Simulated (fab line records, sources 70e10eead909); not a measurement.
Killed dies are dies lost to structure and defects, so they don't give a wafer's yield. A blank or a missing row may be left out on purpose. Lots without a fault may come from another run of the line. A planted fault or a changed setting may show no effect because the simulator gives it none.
Chamber matching | flow nand_harc | NHARC_A_CONTACT_ALD_18 on ald_metal-04: 4 sister chambers
The step deposits TiN, target thk 3 nm, pulse time 1 s, ald cycles 150. 16 wafers are shown with their chamber, then 8 later ones without.

WAFERS WITH THEIR CHAMBER
wafer  | chamber | heater_power_w (W) | precursor_pulse_height_rel
L080.1 | 1       | 876                | 1.019
L080.2 | 0       | 1168               | 0.979
L080.4 | 3       | 1276               | 1.022
L081.3 | 2       | 1104               | 0.981
L081.5 | 0       | 1161               | 0.995
L081.6 | 3       | 1260               | 1.014
L083.1 | 3       | 1289               | 1.019
L083.5 | 3       | 1266               | 0.988
L083.6 | 0       | 1170               | 0.995
L084.4 | 3       | 1273               | 1.010
L084.5 | 2       | 1056               | 0.986
L084.6 | 1       | 862                | 1.017
L086.1 | 3       | 1281               | 0.970
L086.2 | 1       | 880                | 1.009
L086.3 | 2       | 1096               | 1.002
L089.2 | 2       | 1098               | 1.022

SIGNATURES (means of the wafers above)
reading                    | chamber 0 | chamber 1 | chamber 2 | chamber 3 | scatter within a chamber
heater_power_w             | 1166.33   | 872.67    | 1088.50   | 1274.17   | 13.6
precursor_pulse_height_rel | 0.98967   | 1.01500   | 0.99775   | 1.00383   | 0.0167
Rule: a wafer's distance from a chamber is the root of the sum, over the readings, of the square of ((its reading less the chamber's mean) divided by the reading's scatter). The wafer belongs to the nearest chamber; if the next one is less than 2 further off, it can't be placed. The scatter: the root of (the sum of the squares of (reading less its chamber's mean) over the shown wafers, divided by (wafers less chambers)).

WAFERS WITHOUT THEIR CHAMBER
wafer  | heater_power_w (W) | precursor_pulse_height_rel
L089.3 | 886                | 1.015
L089.5 | 1237               | 0.982
L090.1 | 1140               | 1.012
L090.4 | 1087               | 0.975
L090.5 | 860                | 0.968
L096.1 | 1150               | 0.980
L096.5 | 1273               | 1.010
L096.6 | 1087               | 1.002

WHICH CHAMBER EACH WENT THROUGH
wafer  | from the rows above     | in truth
L089.3 | 1                       | 1
L089.5 | 3                       | 3
L090.1 | can't be placed: 0 or 2 | 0
L090.4 | 2                       | 2
L090.5 | 1                       | 1
L096.1 | 0                       | 0
L096.5 | 3                       | 3
L096.6 | 2                       | 2
Placed correctly: 7 of 8. Can't be placed from these rows: 1 (the true chamber is among the candidates in 1). Placed wrongly: 0.
